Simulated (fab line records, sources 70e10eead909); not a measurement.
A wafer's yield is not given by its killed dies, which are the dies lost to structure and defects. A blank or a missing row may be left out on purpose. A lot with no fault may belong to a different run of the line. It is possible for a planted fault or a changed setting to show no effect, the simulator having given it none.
A lot that was struck, set against a sound lot    flow nand harc    15 out of 1159 route steps
Sound: the wafers L859.2, L859.4, L859.5. Struck: wafer L871.4. The cause is given at the end.
At each step with rows: each side's tool, then ch and its chambers, then its first start. Under that, the readings that differ: sound wafers    struck wafers    difference of the means    sigmas: that difference in standard deviations of wafers without a fault.
alike: same words and numbers on both sides, and readings whose means sit less than 2 such deviations apart. not compared: any withheld reading, any reading some wafer has no value for, any bound like >300 that may hide the same value, and any number with overlapping values for which the record gives no deviation.
The two part at a step that has a row with sigmas, a row that says differs or no value, or rows on one side only. Non-overlapping numbers with no deviation appear without sigmas and do not part them. Lack of a reading on every wafer of one side parts them only where that side has two or more wafers.

first, 4 steps without rows for these wafers: NHARC_P_CONTACT_EBR_08; NHARC_P_CONTACT_EXPOSE_09 (exposes mask P CA, target cd 90 nm); NHARC_P_CONTACT_PEB_10 (peb time 65 s); NHARC_P_CONTACT_DEVELOP_11 (develop time 35 s).
NHARC_P_CONTACT_CD_MEAS_12 targets a cd of 90 nm.
  sound on cd sem-01 ch 0, day 6 02:56; struck on cd sem-02 ch 0, day 8 23:34
reading     sound           struck  difference  sigmas
cd nm (nm)  90.2 90.9 91.7  89.5    -1.4        -2
NHARC_P_CONTACT_OVL_MEAS_13:
  sound on overlay-01 at day 6 03:01; struck on overlay-01 at day 8 23:39
reading            sound           struck  difference  sigmas
overlay x nm (nm)  -0.5 -0.4 -0.6  2.3     +2.8        +4
  alike: overlay y nm
NHARC_P_CONTACT_INSPECT_14:
  sound on defect inspect-01 at day 6 03:03; struck on defect inspect-01 at day 8 23:41
  alike: raw defect count
NHARC_P_CONTACT_DESCUM_17: chemistry O2, time 3 s.
  sound on rie diel-13 ch 1,3, day 6 03:07; struck on rie diel-01 ch 3, day 8 23:46
reading                      sound        struck  difference  sigmas
drypump motor current A (A)  6.0 5.2 5.2  6.8     +1.3        +2
  alike: o2 flow sccm, oes product au, rf vpp V, showerhead plenum p Torr, throttle valve pct
  not compared: rf hours counter h
NHARC_P_CONTACT_ETCH_35: etches the open film in CF4, target depth 39 nm, time 65 s.
  sound on rie diel-13 ch 0,3, day 6 03:12; struck on rie diel-01 ch 0, day 8 23:50
  alike: drypump motor current A, oes product au, rf vpp V, run length s, showerhead plenum p Torr, throttle valve pct
  not compared: rf hours counter h
NHARC_P_CONTACT_ETCH_36: etches the open film in N2/H2, target depth 260 nm, time 406.25 s.
  sound on rie diel-13 ch 0,1,3; struck on rie diel-01 ch 2
reading                sound              struck  difference  sigmas
oes product au (a.u.)  0.998 0.974 1.007  1.025   +0.032      +2
  alike: drypump motor current A, rf vpp V, run length s, showerhead plenum p Torr, throttle valve pct
  not compared: rf hours counter h
NHARC_P_CONTACT_ETCH_18: etches the open film in C4F8/O2/Ar, target depth 481 nm, time 240.5 s.
  sound on rie diel-13 ch 0,2,3; struck on rie diel-01 ch 1
  alike: oes product au, rf vpp V, run length s
  not compared: rf hours counter h
then, 1 step without rows for these wafers: NHARC_P_CONTACT_STRIP_37 (strips in C4F8/O2/Ar).
NHARC_P_CONTACT_ETCH_31: etches the open film in CH3F/O2, target depth 30 nm, time 85.7 s.
  sound on rie diel-13 ch 1,3, day 6 03:51; struck on rie diel-01 ch 0, day 9 00:31
reading           sound              struck  difference  sigmas
run length s (s)  107.1 107.7 107.7  61.1    -46.4       -99 or more
  alike: drypump motor current A, o2 flow sccm, oes product au, rf vpp V, showerhead plenum p Torr, throttle valve pct
  not compared: rf hours counter h
NHARC_P_CONTACT_CD_MEAS_19:
  sound on cd sem-02 at day 6 03:59; struck on cd sem-02 at day 9 00:38
  alike: cd nm
next, for these wafers, 1 step has no rows: NHARC_END_SORT_01.

## WHERE THEY PART
Last at NHARC_P_CONTACT_ETCH_31 as far as this record goes, first at NHARC_P_CONTACT_CD_MEAS_12. Later steps at which nothing parts them and some readings are alike: NHARC_P_CONTACT_CD_MEAS_19.

WHY: what the simulator had put in
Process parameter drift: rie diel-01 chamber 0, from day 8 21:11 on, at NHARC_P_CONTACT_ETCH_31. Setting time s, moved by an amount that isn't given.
